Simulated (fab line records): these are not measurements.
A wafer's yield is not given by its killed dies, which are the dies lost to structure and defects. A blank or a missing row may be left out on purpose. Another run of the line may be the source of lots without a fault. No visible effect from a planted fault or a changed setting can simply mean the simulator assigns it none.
Matching of chambers || flow nand harc || NHARC_A_STAIRCASE_TRIM_12 on rie diel-11: 4 sister chambers
The step chemistry O2, time 211.2 s. 8 wafers are shown with their chamber, then 8 later ones without.

== WAFERS, EACH WITH ITS CHAMBER ==
{"wafer": "L082.3", "chamber": 3, "showerhead plenum p Torr (Torr)": 3.62, "drypump motor current A (A)": 6.3}
{"wafer": "L082.4", "chamber": 2, "showerhead plenum p Torr (Torr)": 3.38, "drypump motor current A (A)": 5.6}
{"wafer": "L082.5", "chamber": 2, "showerhead plenum p Torr (Torr)": 3.38, "drypump motor current A (A)": 5.5}
{"wafer": "L083.2", "chamber": 3, "showerhead plenum p Torr (Torr)": 3.62, "drypump motor current A (A)": 6.3}
{"wafer": "L085.2", "chamber": 0, "showerhead plenum p Torr (Torr)": 3.74, "drypump motor current A (A)": 5.3}
{"wafer": "L085.3", "chamber": 1, "showerhead plenum p Torr (Torr)": 3.59, "drypump motor current A (A)": 6.4}
{"wafer": "L085.5", "chamber": 1, "showerhead plenum p Torr (Torr)": 3.59, "drypump motor current A (A)": 6.4}
{"wafer": "L086.4", "chamber": 0, "showerhead plenum p Torr (Torr)": 3.73, "drypump motor current A (A)": 5.3}

== WAFERS WITH NO CHAMBER GIVEN ==
{"wafer": "L086.5", "showerhead plenum p Torr (Torr)": 3.73, "drypump motor current A (A)": 5.3}
{"wafer": "L086.6", "showerhead plenum p Torr (Torr)": 3.59, "drypump motor current A (A)": 6.4}
{"wafer": "L087.3", "showerhead plenum p Torr (Torr)": 3.58, "drypump motor current A (A)": 6.4}
{"wafer": "L087.4", "showerhead plenum p Torr (Torr)": 3.37, "drypump motor current A (A)": 5.6}
{"wafer": "L087.6", "showerhead plenum p Torr (Torr)": 3.37, "drypump motor current A (A)": 5.6}
{"wafer": "L095.1", "showerhead plenum p Torr (Torr)": 3.36, "drypump motor current A (A)": 5.6}
{"wafer": "L095.4", "showerhead plenum p Torr (Torr)": 3.71, "drypump motor current A (A)": 5.3}
{"wafer": "L095.5", "showerhead plenum p Torr (Torr)": 3.71, "drypump motor current A (A)": 5.3}

== WHICH CHAMBER EACH ONE RAN IN ==
{"wafer": "L086.5", "from the rows above": 0, "in truth": 0}
{"wafer": "L086.6", "from the rows above": 1, "in truth": 1}
{"wafer": "L087.3", "from the rows above": 1, "in truth": 1}
{"wafer": "L087.4", "from the rows above": 2, "in truth": 2}
{"wafer": "L087.6", "from the rows above": 2, "in truth": 2}
{"wafer": "L095.1", "from the rows above": 2, "in truth": 2}
{"wafer": "L095.4", "from the rows above": 0, "in truth": 0}
{"wafer": "L095.5", "from the rows above": 0, "in truth": 0}
Placed correctly: 8 of 8. Left unplaced by these rows: 0. 0 placed wrongly.
How it was worked out, from the rows above alone: a wafer's distance from a chamber is the root of the sum, over the readings, of the square of ((its reading less the chamber's mean) divided by the reading's scatter). The wafer belongs to the nearest chamber; if the next one is less than 2 further off, it can't be placed. For every chamber, the mean is computed from those of its wafers that are shown. The scatter: take each reading less its chamber's mean, square it, sum over the shown wafers, divide by the number of wafers less the number of chambers, and take the root.
